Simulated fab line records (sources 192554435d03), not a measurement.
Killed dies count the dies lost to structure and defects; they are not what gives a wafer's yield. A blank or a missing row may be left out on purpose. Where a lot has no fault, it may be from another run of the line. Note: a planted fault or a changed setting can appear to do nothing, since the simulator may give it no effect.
Chamber matching + flow n5_finfet + N5_BEOL_M3_STRIP_19 on rie_diel-02: 4 sister chambers
The step strips in O2. 18 wafers are shown with their chamber, then 9 later ones without.

WAFERS WITH THEIR CHAMBER
| wafer  | chamber | throttle_valve_pct (%) | drypump_motor_current_A (A) | showerhead_plenum_p_Torr (Torr) |
|--------|---------|------------------------|-----------------------------|---------------------------------|
| L074.2 | 1       | 16.48                  | 5.7                         | 2.03                            |
| L074.3 | 2       | 16.99                  | 6.5                         | 2.13                            |
| L074.4 | 3       | 16.88                  | 5.4                         | 2.10                            |
| L075.1 | 2       | 16.98                  | 6.4                         | 2.13                            |
| L075.5 | 2       | 16.98                  | 6.5                         | 2.13                            |
| L075.6 | 3       | 16.88                  | 5.4                         | 2.10                            |
| L077.3 | 2       | 17.00                  | 6.5                         | 2.13                            |
| L077.4 | 1       | 16.49                  | 5.7                         | 2.03                            |
| L077.6 | 2       | 16.99                  | 6.5                         | 2.13                            |
| L084.3 | 0       | 16.32                  | 5.4                         | 2.07                            |
| L084.4 | 3       | 16.90                  | 5.4                         | 2.09                            |
| L084.5 | 1       | 16.51                  | 5.7                         | 2.02                            |
| L086.2 | 1       | 16.53                  | 5.7                         | 2.02                            |
| L086.5 | 3       | 16.91                  | 5.4                         | 2.09                            |
| L086.6 | 0       | 16.31                  | 5.3                         | 2.07                            |
| L087.1 | 3       | 16.92                  | 5.4                         | 2.09                            |
| L087.4 | 0       | 16.32                  | 5.4                         | 2.07                            |
| L087.5 | 1       | 16.53                  | 5.7                         | 2.02                            |

SIGNATURES (averages over the wafers above)
| reading                  | chamber 0 | chamber 1 | chamber 2 | chamber 3 | scatter within a chamber |
|--------------------------|-----------|-----------|-----------|-----------|--------------------------|
| throttle_valve_pct       | 16.3167   | 16.5080   | 16.9880   | 16.8980   | 0.0163                   |
| drypump_motor_current_A  | 5.367     | 5.700     | 6.480     | 5.400     | 0.0324                   |
| showerhead_plenum_p_Torr | 2.0700    | 2.0240    | 2.1300    | 2.0940    | 0.00414                  |
Rule: distance of a wafer from a chamber = root of the sum over the readings of ((wafer's reading minus chamber's mean) / reading's scatter) squared. If the next closest chamber is less than 2 further off than the closest, the wafer can't be placed; otherwise it belongs to the closest. How the scatter is found: for the shown wafers, subtract from each reading the mean of its chamber, square and add these, divide the total by (wafers less chambers), then take the root.

WAFERS WITHOUT THEIR CHAMBER
| wafer  | throttle_valve_pct (%) | drypump_motor_current_A (A) | showerhead_plenum_p_Torr (Torr) |
|--------|------------------------|-----------------------------|---------------------------------|
| L089.2 | 17.03                  | 6.4                         | 2.12                            |
| L089.4 | 16.94                  | 5.4                         | 2.09                            |
| L089.6 | 16.92                  | 5.4                         | 2.09                            |
| L093.2 | 16.33                  | 5.4                         | 2.07                            |
| L093.4 | 16.94                  | 5.4                         | 2.09                            |
| L093.5 | 16.34                  | 5.4                         | 2.07                            |
| L097.1 | 16.33                  | 5.4                         | 2.06                            |
| L097.2 | 16.55                  | 5.7                         | 2.02                            |
| L097.6 | 16.34                  | 5.4                         | 2.07                            |

WHICH CHAMBER EACH ONE RAN IN
| wafer  | from the rows above | in truth |
|--------|---------------------|----------|
| L089.2 | 2                   | 2        |
| L089.4 | 3                   | 3        |
| L089.6 | 3                   | 3        |
| L093.2 | 0                   | 0        |
| L093.4 | 3                   | 3        |
| L093.5 | 0                   | 0        |
| L097.1 | 0                   | 0        |
| L097.2 | 1                   | 1        |
| L097.6 | 0                   | 0        |
9 of 9 placed correctly. Not placeable from these rows: 0. Wrongly placed: 0.
